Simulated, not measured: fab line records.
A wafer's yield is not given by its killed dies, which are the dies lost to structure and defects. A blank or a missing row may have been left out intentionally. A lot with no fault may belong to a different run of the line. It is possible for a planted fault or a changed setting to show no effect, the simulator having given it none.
fab line records	flow n5_finfet	part 1 of 2: steps 1 to 17 of 30
[record] lots = 5	wafers = 15	last_day = 15
route steps=1938 shown SD_EPI_P@297
lots with no fault: from the same line, run without faults
start_h: the number of hours between the record's first day and the start of the first shown wafer of the lot	wait_h: how many hours have passed since the lot's step before this one	" identical to the entry in the row above	L1.1+2: a row that stands for several wafers	- either no value or no given start	* or withheld: withheld	< > ~ a bound
route shown NAME@n: a module of which the file shows steps, and the number in the route of the first	usual: mean and standard deviation over wafers with no fault	same: alike in all rows	chamber/n: place in a boat	sites: each site's reading	_std_site: the values' standard deviation	_edge_site: the outer-site mean with the inner-site mean subtracted	radius_mm: how far each site lies from the wafer's centre	mask NAME#n: copy n	behind: tool/chamber where the wafer was last shaped	hold: cause of the lot's hold/its duration in hours/its outcome	device: which transistor (n, p or np) failed to switch	end of line: the route-end tests of the same wafers	a step without rows: its recipe alone	killed: not the wafer's yield, but the dies lost to structure and defects at the first sort	map: dies across one wafer; x = killed, . = not, _ = none there
set.NAME: the setting the step ran with; set.NAME@STEP: the setting that earlier step ran with	model.NAME: the simulator's own value behind a step, which no gauge read
lots at some steps of the route; a table a step, a row a wafer
services: from which hour (start_h, from the record's first day; less than 0 if before it) a tool's chamber was out of use, for how many hours, and why
[[steps]]
[step N5_SD_EPI_P_COAT_03]
[recipe] resist = CAR-ArF-block	spin_rpm = 1500	resist_thk_nm = 150
[usual] resist_line_temp_C = 23.00/0.099	spin_speed_rpm = 1500.2/1.1
lot.wafer	tool	chamber	start_h	wait_h	resist_line_temp_C	spin_speed_rpm
L079.2	litho_track-02	0	-	-	22.96	1499.9
L079.3	"	0	"	"	22.97	1500.5
L079.5	"	0	"	"	22.90	1499.3
L082.2	litho_track-04	0	-	-	22.86	1499.8
L082.3	"	0	"	"	23.11	1501.0
L082.5	"	0	"	"	22.99	1499.6
L085.1	litho_track-04	0	-	-	22.97	1500.6
L085.3	"	0	"	"	22.93	1500.2
L085.5	"	0	"	"	22.98	1500.1
L088.1	litho_track-05	0	-	-	22.88	1499.3
L088.4	"	0	"	"	22.90	1501.7
L088.6	"	0	"	"	22.92	1500.4
L089.1	litho_track-05	0	-	-	22.83	1500.3
L089.4	"	0	"	"	22.90	1499.2
L089.5	"	0	"	"	22.97	1501.6
[step N5_SD_EPI_P_EBR_05]
[recipe] solvent = PGMEA	ebr_width_mm = 1.5
[usual] resist_line_temp_C = 22.99/0.1
lot.wafer	tool	chamber	start_h	wait_h	resist_line_temp_C
L079.2	litho_track-02	0	-	-	22.86
L079.3	"	0	"	"	22.88
L079.5	"	0	"	"	22.82
L082.2	litho_track-04	0	-	-	23.01
L082.3	"	0	"	"	23.08
L082.5	"	0	"	"	22.99
L085.1	litho_track-04	0	-	-	22.88
L085.3	"	0	"	"	23.02
L085.5	"	0	"	"	22.90
L088.1	litho_track-05	0	-	-	22.79
L088.4	"	0	"	"	22.88
L088.6	"	0	"	"	23.00
L089.1	litho_track-05	0	-	-	23.02
L089.4	"	0	"	"	22.98
L089.5	"	0	"	"	22.97
[step N5_SD_EPI_P_SOFTBAKE_04]
[recipe] temp_c = 110	time_s = 60	resist = CAR-ArF-block
[usual] resist_line_temp_C = 23.00/0.11
lot.wafer	tool	chamber	start_h	wait_h	resist_line_temp_C
L079.2	litho_track-02	0	-	-	23.22
L079.3	"	0	"	"	23.14
L079.5	"	0	"	"	23.18
L082.2	litho_track-04	0	-	-	23.18
L082.3	"	0	"	"	23.25
L082.5	"	0	"	"	23.28
L085.1	litho_track-04	0	-	-	22.96
L085.3	"	0	"	"	22.89
L085.5	"	0	"	"	22.90
L088.1	litho_track-05	0	-	-	22.95
L088.4	"	0	"	"	22.98
L088.6	"	0	"	"	22.94
L089.1	litho_track-05	0	-	-	22.94
L089.4	"	0	"	"	23.06
L089.5	"	0	"	"	23.05
[step N5_SD_EPI_P_EXPOSE_06]
[recipe] mask_id = SD_P_BLK	na = 1.35	source_shape = conventional	sigma_outer = 0.8	polarization = unpolarized	target_cd_nm = 240	dose_mj = 39.5
[same] sigma_outer = 0.8
lot.wafer	tool	chamber	start_h	wait_h	mask
L079.2+3+5	arfi_scanner-02	0	84.45	-	SD_P_BLK#0
L082.2+3+5	arfi_scanner-02	0	101.70	-	SD_P_BLK#0
L085.1+3+5	arfi_scanner-03	0	124.55	-	SD_P_BLK#0
L088.1+4+6	arfi_scanner-01	0	140.03	-	SD_P_BLK#0
L089.1+4+5	arfi_scanner-02	0	142.49	-	SD_P_BLK#0
[step N5_SD_EPI_P_PEB_07]
[recipe] peb_temp_c = 110	peb_time_s = 60	resist = CAR-ArF-block
[usual] resist_line_temp_C = 23.00/0.11
lot.wafer	tool	chamber	start_h	wait_h	resist_line_temp_C
L079.2	litho_track-02	0	84.50	0.0	22.88
L079.3	"	0	"	"	22.88
L079.5	"	0	"	"	22.94
L082.2	litho_track-05	0	101.75	0.0	22.99
L082.3	"	0	"	"	22.94
L082.5	"	0	"	"	23.12
L085.1	litho_track-04	0	124.61	0.1	23.10
L085.3	"	0	"	"	22.89
L085.5	"	0	"	"	23.05
L088.1	litho_track-04	0	140.09	0.1	23.05
L088.4	"	0	"	"	23.09
L088.6	"	0	"	"	23.07
L089.1	litho_track-04	0	142.55	0.1	22.98
L089.4	"	0	"	"	23.09
L089.5	"	0	"	"	22.92
[step N5_SD_EPI_P_DEVELOP_08]
[recipe] develop_time_s = 30	developer = TMAH	resist = CAR-ArF-block	dev_temp_c = 23	rinse_liquid = diw	dry = air_spin
[usual] resist_line_temp_C = 22.99/0.1
lot.wafer	tool	chamber	start_h	wait_h	resist_line_temp_C
L079.2	litho_track-02	0	-	-	23.03
L079.3	"	0	"	"	22.96
L079.5	"	0	"	"	22.97
L082.2	litho_track-05	0	-	-	23.02
L082.3	"	0	"	"	23.00
L082.5	"	0	"	"	22.97
L085.1	litho_track-04	0	-	-	22.91
L085.3	"	0	"	"	23.03
L085.5	"	0	"	"	23.07
L088.1	litho_track-04	0	-	-	23.02
L088.4	"	0	"	"	22.83
L088.6	"	0	"	"	22.88
L089.1	litho_track-04	0	-	-	22.94
L089.4	"	0	"	"	22.80
L089.5	"	0	"	"	22.85
[step N5_SD_EPI_P_CD_MEAS_09]
[recipe] target_cd_nm = 240	landing_energy_ev = 500	detector = se_inlens
[usual] cd_nm = 240.0/0.74
lot.wafer	tool	chamber	start_h	wait_h	cd_nm
L079.2	cd_sem-02	0	84.57	-	238.8
L079.3	"	0	"	"	239.6
L079.5	"	0	"	"	238.5
L082.2	cd_sem-02	0	101.82	-	239.1
L082.3	"	0	"	"	239.0
L082.5	"	0	"	"	239.9
L085.1	cd_sem-03	0	124.67	-	240.8
L085.3	"	0	"	"	240.9
L085.5	"	0	"	"	241.6
L088.1	cd_sem-01	0	140.16	-	239.0
L088.4	"	0	"	"	239.3
L088.6	"	0	"	"	239.8
L089.1	cd_sem-02	0	142.61	-	240.0
L089.4	"	0	"	"	240.2
L089.5	"	0	"	"	239.4
[step N5_SD_EPI_P_OVL_MEAS_10]
[recipe] points_per_wafer = 44
[usual] SD_P_BLK_OVL = 0.0/0.84
lot.wafer	tool	chamber	start_h	wait_h	SD_P_BLK_OVL[nm]
L079.2	overlay-01	0	84.60	0.0	2.0
L079.3	"	0	"	"	-0.5
L079.5	"	0	"	"	0.1
L082.2	overlay-02	0	101.85	0.0	-0.2
L082.3	"	0	"	"	1.1
L082.5	"	0	"	"	0.6
L085.1	overlay-02	0	124.70	0.0	0.5
L085.3	"	0	"	"	-0.2
L085.5	"	0	"	"	-0.5
L088.1	overlay-01	0	140.19	0.0	-0.3
L088.4	"	0	"	"	-0.2
L088.6	"	0	"	"	-1.0
L089.1	overlay-02	0	142.64	0.0	-0.1
L089.4	"	0	"	"	1.6
L089.5	"	0	"	"	0.4
[step N5_SD_EPI_P_INSPECT_11]
[recipe] mode = adi	inspect_instrument = macro
[usual] raw_defect_count = 2.1/1.6
lot.wafer	tool	chamber	start_h	wait_h	raw_defect_count
L079.2	defect_inspect-02	-	84.62	0.0	1
L079.3	"	-	"	"	1
L079.5	"	-	"	"	2
L082.2	defect_inspect-02	-	101.87	0.0	1
L082.3	"	-	"	"	5
L082.5	"	-	"	"	1
L085.1	defect_inspect-01	-	124.73	0.0	6
L085.3	"	-	"	"	2
L085.5	"	-	"	"	4
L088.1	defect_inspect-02	-	140.21	0.0	1
L088.4	"	-	"	"	1
L088.6	"	-	"	"	2
L089.1	defect_inspect-01	-	142.67	0.0	2
L089.4	"	-	"	"	5
L089.5	"	-	"	"	1
[step N5_SD_EPI_P_DESCUM_14]
[recipe] chemistry = O2	time_s = 7.9	source_power_w = 50	bias_power_w = 20	pressure_mtorr = 20	rf_frequency_hz = 2.712e+07	temp_c = 40	resist = CAR-ArF-block	o2_flow_sccm = 225
[usual] chamber_pressure_mTorr = 19.998/0.025	drypump_motor_current_A = 5.6/0.58	o2_flow_sccm = 225.0/0.69	oes_product_au = 0.76/0.076	rf_vpp_V = 243.6/1.5	showerhead_plenum_p_Torr = 2.11/0.089	throttle_valve_pct = 20.39/0.2
lot.wafer	tool	chamber	start_h	wait_h	chamber_pressure_mTorr	drypump_motor_current_A	o2_flow_sccm	oes_product_au	rf_hours_counter_h	rf_vpp_V	showerhead_plenum_p_Torr	throttle_valve_pct
L079.2	rie_diel-03	0	84.66	0.0	19.984	5.4	225.2	0.73	198	244.3	2.17	20.38
L079.3	"	2	"	"	19.984	5.1	224.6	0.78	119	245.9	2.20	20.29
L079.5	"	1	"	"	20.044	5.4	224.2	0.76	-	245.4	2.18	20.28
L082.2	rie_diel-03	2	101.91	0.0	19.998	5.2	225.4	0.77	125	242.5	2.19	20.30
L082.3	"	0	"	"	19.988	5.3	225.4	0.73	204	244.2	2.17	20.37
L082.5	"	3	"	"	20.008	5.2	226.2	0.80	-	242.8	1.94	20.16
L085.1	rie_diel-01	2	124.76	0.0	20.006	6.3	225.3	0.75	164	243.4	2.17	20.66
L085.3	"	3	"	"	19.994	4.8	223.9	0.67	233	245.1	2.15	20.35
L085.5	"	2	"	"	20.006	6.4	225.0	0.75	-	242.8	2.17	20.66
L088.1	rie_diel-01	0	140.56	0.3	19.991	6.0	225.8	0.68	239	243.4	2.16	20.64
L088.4	"	3	"	"	20.000	4.8	223.5	0.66	238	244.3	2.15	20.35
L088.6	"	3	"	"	19.989	4.9	225.4	0.67	-	244.5	2.15	20.34
L089.1	rie_diel-01	0	142.70	0.0	19.964	6.0	225.2	0.69	239	243.3	2.16	20.62
L089.4	"	2	"	"	19.973	6.3	224.5	0.74	171	245.2	2.16	20.68
L089.5	"	0	"	"	20.017	6.0	225.5	0.69	-	244.4	2.16	20.65
[step N5_SD_EPI_P_ETCH_36]
[recipe] chemistry = CF4	target = SiARC	target_depth_a = 455	mask_material = CAR-ArF-block	time_s = 75.8	ion_energy_ev = 80	pressure_mtorr = 40	source_w = 545	bias_w = 36	Ar_flow_sccm = 100	cf4_flow_sccm = 100	ends = cleared
[usual] chamber_pressure_mTorr = 40.00/0.041	drypump_motor_current_A = 5.6/0.58	etch_rf_on_time_s = 75.3/1.2	oes_product_au = 0.65/0.066	rf_vpp_V = 184.4/1.3	showerhead_plenum_p_Torr = 2.16/0.082	throttle_valve_pct = 15.60/0.19
lot.wafer	tool	chamber	start_h	wait_h	chamber_pressure_mTorr	drypump_motor_current_A	etch_rf_on_time_s	oes_product_au	rf_hours_counter_h	rf_vpp_V	showerhead_plenum_p_Torr	throttle_valve_pct
L079.2	rie_diel-03	0	84.69	0.0	39.98	5.4	74.7	0.62	198	187.8	2.21	15.54
L079.3	"	2	"	"	39.99	5.2	76.2	0.66	119	185.6	2.23	15.46
L079.5	"	1	"	"	39.98	5.4	75.8	0.64	-	186.0	2.22	15.45
L082.2	rie_diel-03	2	101.94	0.0	40.06	5.2	76.9	0.65	125	184.7	2.23	15.45
L082.3	"	0	"	"	40.04	5.4	75.7	0.62	204	185.3	2.21	15.55
L082.5	"	3	"	"	40.01	5.2	76.2	0.68	-	183.3	2.00	15.41
L085.1	rie_diel-01	2	124.80	0.0	39.92	6.3	75.0	0.66	164	184.9	2.22	15.89
L085.3	"	3	"	"	39.99	4.9	76.5	0.58	233	183.2	2.21	15.67
L085.5	"	2	"	"	40.01	6.3	75.2	0.65	-	183.9	2.22	15.88
L088.1	rie_diel-01	0	140.59	0.0	40.04	6.0	75.6	0.59	239	185.6	2.19	15.82
L088.4	"	3	"	"	40.00	4.9	77.1	0.58	238	184.8	2.20	15.67
L088.6	"	3	"	"	39.98	4.9	77.1	0.58	-	184.7	2.20	15.67
L089.1	rie_diel-01	0	142.74	0.0	39.96	6.0	74.4	0.60	239	184.1	2.19	15.84
L089.4	"	2	"	"	39.94	6.3	74.3	0.65	171	184.7	2.22	15.90
L089.5	"	0	"	"	40.00	6.0	75.3	0.60	-	183.8	2.19	15.83
[step N5_SD_EPI_P_ETCH_37]
[recipe] chemistry = N2/H2	target = SOC	overetch_a = 1080	mask_material = SiARC	temp_c = 40	ion_energy_ev = 100	source_w = 3000	bias_w = 133	pressure_mtorr = 20	time_s = 486	n2_flow_sccm = 200	h2_flow_sccm = 200	ends = end_point
[usual] chamber_pressure_mTorr = 20.002/0.021	drypump_motor_current_A = 5.6/0.58	oes_product_au = 0.68/0.064	rf_vpp_V = 241.0/1.6	showerhead_plenum_p_Torr = 2.57/0.1	throttle_valve_pct = 23.8/0.32
lot.wafer	tool	chamber	start_h	wait_h	chamber_pressure_mTorr	drypump_motor_current_A	oes_product_au	rf_hours_counter_h	rf_vpp_V	showerhead_plenum_p_Torr	throttle_valve_pct
L079.2	rie_diel-03	0	84.75	0.0	20.034	5.4	0.64	198	241.2	2.62	23.9
L079.3	"	2	"	"	19.974	5.2	0.69	120	241.8	2.66	23.5
L079.5	"	1	"	"	19.990	5.5	0.67	-	242.1	2.64	23.6
L082.2	rie_diel-03	2	102.00	0.0	20.015	5.2	0.70	126	240.9	2.65	23.5
L082.3	"	0	"	"	19.964	5.4	0.64	204	241.6	2.61	23.9
L082.5	"	3	"	"	20.011	5.2	0.71	-	239.0	2.36	23.6
L085.1	rie_diel-01	2	124.85	0.0	19.983	6.3	0.68	164	241.7	2.64	24.4
L085.3	"	3	"	"	19.996	4.9	0.61	233	241.2	2.62	23.7
L085.5	"	2	"	"	19.987	6.4	0.68	-	241.3	2.64	24.4
L088.1	rie_diel-01	0	140.65	0.0	20.010	6.0	0.62	239	241.1	2.62	23.9
L088.4	"	3	"	"	20.012	4.9	0.61	238	240.5	2.61	23.7
L088.6	"	3	"	"	19.993	4.9	0.61	-	241.3	2.61	23.7
L089.1	rie_diel-01	0	142.79	0.0	19.985	6.0	0.62	239	242.9	2.62	23.9
L089.4	"	2	"	"	19.966	6.4	0.67	171	241.7	2.64	24.4
L089.5	"	0	"	"	19.960	6.0	0.62	-	241.6	2.62	23.9
[step N5_SD_EPI_P_STRIP_38]
[recipe] chemistry = N2/H2	temp_c = 40	n2_flow_sccm = 200	h2_flow_sccm = 200	rf_frequency_hz = 6e+07
lot.wafer	tool	chamber	start_h	wait_h
L079.2+3+5	rie_diel-03	0,2,1	85.06	0.2
L082.2+3+5	rie_diel-03	2,0,3	102.31	0.2
L085.1+3+5	rie_diel-01	2,3,2	125.17	0.2
L088.1+4+6	rie_diel-01	0,3,3	140.96	0.2
L089.1+4+5	rie_diel-01	0,2,0	143.11	0.2
[step N5_SD_EPI_P_ETCHBACK_46]
[recipe] chemistry = CH3F/O2	mode = anisotropic_etchback	target = SiNx	target_depth_a = 175	stop_on = SiO2	over_etch_frac = 0.3	ion_energy_ev = 120	pressure_mtorr = 30	source_w = 395	bias_w = 73	Ar_flow_sccm = 150	CH3F_flow_sccm = 30	O2_flow_sccm = 20
[usual] chamber_pressure_mTorr = 30.002/0.029	drypump_motor_current_A = 5.6/0.59	oes_product_au = 0.65/0.061	rf_vpp_V = 296.8/2.6	showerhead_plenum_p_Torr = 2.02/0.083	throttle_valve_pct = 16.33/0.18
lot.wafer	tool	chamber	start_h	wait_h	chamber_pressure_mTorr	drypump_motor_current_A	oes_product_au	rf_hours_counter_h	rf_vpp_V	showerhead_plenum_p_Torr	throttle_valve_pct
L079.2	rie_diel-03	0	85.07	0.0	30.048	5.4	0.63	198	300.9	2.07	16.23
L079.3	"	2	"	"	30.009	5.2	0.67	120	297.0	2.09	16.20
L079.5	"	1	"	"	29.979	5.4	0.65	-	300.6	2.08	16.22
L082.2	rie_diel-03	2	102.32	0.0	29.999	5.1	0.65	126	295.3	2.09	16.21
L082.3	"	0	"	"	30.051	5.4	0.62	204	300.8	2.06	16.27
L082.5	"	3	"	"	30.041	5.2	0.68	-	295.5	1.85	16.11
L085.1	rie_diel-01	2	125.18	0.0	29.970	6.3	0.65	164	296.3	2.08	16.63
L085.3	"	3	"	"	29.966	4.9	0.59	233	295.7	2.06	16.37
L085.5	"	2	"	"	30.006	6.3	0.64	-	296.5	2.08	16.62
L088.1	rie_diel-01	0	140.97	0.0	29.947	6.0	0.59	239	298.8	2.05	16.55
L088.4	"	3	"	"	29.960	4.9	0.58	238	295.7	2.06	16.40
L088.6	"	3	"	"	30.034	4.9	0.59	-	297.1	2.06	16.41
L089.1	rie_diel-01	0	143.12	0.0	30.008	6.0	0.60	240	298.9	2.05	16.55
L089.4	"	2	"	"	29.971	6.4	0.64	171	295.2	2.07	16.62
L089.5	"	0	"	"	29.966	6.0	0.59	-	300.1	2.05	16.54
[step N5_SD_EPI_P_ETCH_47]
[recipe] chemistry = CH3F/O2	target = SiOCN	target_depth_a = 250	mask_material = SOC	ion_energy_ev = 60	bias_w = 29	pressure_mtorr = 30	source_w = 410	Ar_flow_sccm = 150	CH3F_flow_sccm = 30	O2_flow_sccm = 20
[usual] chamber_pressure_mTorr = 29.999/0.028	drypump_motor_current_A = 5.6/0.59	oes_product_au = 0.76/0.077	rf_vpp_V = 127.3/1.3	showerhead_plenum_p_Torr = 2.02/0.083	throttle_valve_pct = 16.31/0.18
lot.wafer	tool	chamber	start_h	wait_h	chamber_pressure_mTorr	drypump_motor_current_A	oes_product_au	rf_hours_counter_h	rf_vpp_V	showerhead_plenum_p_Torr	throttle_valve_pct
L079.2	rie_diel-03	0	85.17	0.1	30.020	5.3	0.74	198	127.9	2.07	16.21
L079.3	"	2	"	"	30.011	5.2	0.78	120	127.6	2.09	16.16
L079.5	"	1	"	"	30.020	5.4	0.76	-	127.2	2.08	16.20
L082.2	rie_diel-03	2	102.42	0.1	29.962	5.2	0.77	126	128.8	2.09	16.18
L082.3	"	0	"	"	29.970	5.4	0.72	204	128.6	2.06	16.23
L082.5	"	3	"	"	30.002	5.2	0.80	-	126.8	1.85	16.08
L085.1	rie_diel-01	2	125.28	0.1	30.023	6.4	0.76	164	126.6	2.08	16.59
L085.3	"	3	"	"	30.017	4.9	0.67	233	127.1	2.07	16.38
L085.5	"	2	"	"	30.003	6.4	0.75	-	127.6	2.08	16.59
L088.1	rie_diel-01	0	141.07	0.1	29.958	6.0	0.69	239	127.2	2.05	16.53
L088.4	"	3	"	"	29.975	4.9	0.68	238	128.5	2.06	16.39
L088.6	"	3	"	"	30.043	4.9	0.67	-	126.7	2.06	16.38
L089.1	rie_diel-01	0	143.22	0.1	29.990	6.0	0.70	240	129.2	2.05	16.51
L089.4	"	2	"	"	29.985	6.4	0.75	171	127.0	2.07	16.60
L089.5	"	0	"	"	30.030	6.0	0.70	-	129.2	2.05	16.51
[step N5_SD_EPI_P_ETCH_16]
[recipe] chemistry = CHF3/O2	target = SiO2	target_depth_a = 50	mask_material = SOC	pressure_mtorr = 30	source_w = 650	bias_w = 170	Ar_flow_sccm = 200	CHF3_flow_sccm = 50	O2_flow_sccm = 5	ion_energy_ev = 200
[usual] chamber_pressure_mTorr = 29.998/0.029	drypump_motor_current_A = 5.6/0.59	oes_product_au = 0.76/0.077	rf_vpp_V = 523/4.4	showerhead_plenum_p_Torr = 2.43/0.096	throttle_valve_pct = 18.88/0.18
lot.wafer	tool	chamber	start_h	wait_h	chamber_pressure_mTorr	drypump_motor_current_A	oes_product_au	rf_hours_counter_h	rf_vpp_V	showerhead_plenum_p_Torr	throttle_valve_pct
L079.2	rie_diel-03	0	85.27	0.1	29.976	5.4	0.73	198	529	2.48	18.76
L079.3	"	2	"	"	29.984	5.1	0.78	120	523	2.51	18.74
L079.5	"	1	"	"	29.987	5.4	0.75	-	528	2.51	18.75
L082.2	rie_diel-03	2	102.52	0.1	29.986	5.2	0.77	126	522	2.51	18.72
L082.3	"	0	"	"	29.967	5.4	0.72	204	528	2.48	18.78
L082.5	"	3	"	"	30.024	5.2	0.79	-	521	2.24	18.64
L085.1	rie_diel-01	2	125.38	0.1	29.969	6.4	0.75	164	522	2.50	19.20
L085.3	"	3	"	"	30.014	4.9	0.68	233	519	2.49	18.91
L085.5	"	2	"	"	30.019	6.3	0.75	-	521	2.50	19.18
L088.1	rie_diel-01	0	141.17	0.1	30.007	6.0	0.69	239	527	2.47	19.06
L088.4	"	3	"	"	30.008	4.9	0.68	238	521	2.48	18.92
L088.6	"	3	"	"	29.945	4.9	0.67	-	521	2.48	18.92
L089.1	rie_diel-01	0	143.32	0.1	30.032	6.0	0.69	240	525	2.47	19.07
L089.4	"	2	"	"	29.965	6.4	0.74	171	521	2.50	19.21
L089.5	"	0	"	"	30.008	6.0	0.69	-	527	2.47	19.07
[step N5_SD_EPI_P_STRIP_50]
[recipe] chemistry = CHF3/O2	resist = SiARC	rf_frequency_hz = 6e+07
lot.wafer	tool	chamber	start_h	wait_h
L079.2+3+5	rie_diel-03	0,2,1	85.31	0.0
L082.2+3+5	rie_diel-03	2,0,3	102.56	0.0
L085.1+3+5	rie_diel-01	2,3,2	125.42	0.0
L088.1+4+6	rie_diel-01	0,3,3	141.21	0.0
L089.1+4+5	rie_diel-01	0,2,0	143.36	0.0
